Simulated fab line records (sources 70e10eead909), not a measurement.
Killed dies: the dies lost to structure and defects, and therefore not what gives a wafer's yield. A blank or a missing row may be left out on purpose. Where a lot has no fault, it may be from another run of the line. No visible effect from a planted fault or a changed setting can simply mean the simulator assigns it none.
The same fault as seen by 2 desks || flow nandHarc || what lay behind the numbers comes last; until then each desk has only its own

## FROM THE METROLOGY DESK
Lot by lot, what the gauges showed, no matter which tool ran the lot: averages of those sampled wafers that carry a number. Marked OUT: a lot whose mean sits more than 4 standard deviations from the usual mean, which makes it out of limits; the brackets give that distance.
Columns: A = cdNm at NHARC_THIN_TSV_CD_MEAS_12, usual 1001.5 nm
{"lot": "L814", "first seen here": "day 25 11:29", "A": 1000.3}
{"lot": "L813", "first seen here": "day 25 12:39", "A": 1001.7}
{"lot": "L815", "first seen here": "day 25 13:52", "A": 1000.8}
{"lot": "L817", "first seen here": "day 25 16:08", "A": 1001.7}
{"lot": "L827", "first seen here": "day 29 11:28", "A": 1000.2}
{"lot": "L826", "first seen here": "day 29 12:33", "A": 1000.8}
{"lot": "L828", "first seen here": "day 30 05:08", "A": 1003.1}
{"lot": "L829", "first seen here": "day 30 16:01", "A": 1000.4}
{"lot": "L831", "first seen here": "day 30 17:13", "A": 1002.0}
{"lot": "L833", "first seen here": "day 32 12:36", "A": 1001.6}
{"lot": "L835", "first seen here": "day 32 20:09", "A": 1000.5}
{"lot": "L834", "first seen here": "day 33 03:21", "A": 1002.9}
Finding of this desk: none of the 12 lots has anything out of limits.

## TOOL OWNER'S DESK, krfScanner-02
The tool's own readings at NHARC_THIN_TSV_EXPOSE_09 (exposes mask TSV): means of the sampled wafers that have a number, for each lot that ran on this tool. Marked OUT: a lot whose mean sits more than 4 standard deviations from the usual mean, which makes it out of limits; the brackets give that distance.
Columns: A = exposureDoseMJCm2 at NHARC_THIN_TSV_EXPOSE_09, usual 30.704; B = focusOffsetNm at NHARC_THIN_TSV_EXPOSE_09, usual -0.1 nm; C = reticleTempC at NHARC_THIN_TSV_EXPOSE_09, usual 22.98 C
{"lot": "L813", "first seen here": "day 25 12:29", "A": 30.735, "B": -0.0, "C": 22.90}
{"lot": "L828", "first seen here": "day 30 04:59", "A": 30.706, "B": 0.4, "C": 22.91}
Finding of this desk: none of the 2 lots has anything out of limits.

## PUT TOGETHER
The metrology desk saw nothing out of limits.
The tool owner's desk saw nothing out of limits.

## WHAT WAS PUT IN BY THE SIMULATOR
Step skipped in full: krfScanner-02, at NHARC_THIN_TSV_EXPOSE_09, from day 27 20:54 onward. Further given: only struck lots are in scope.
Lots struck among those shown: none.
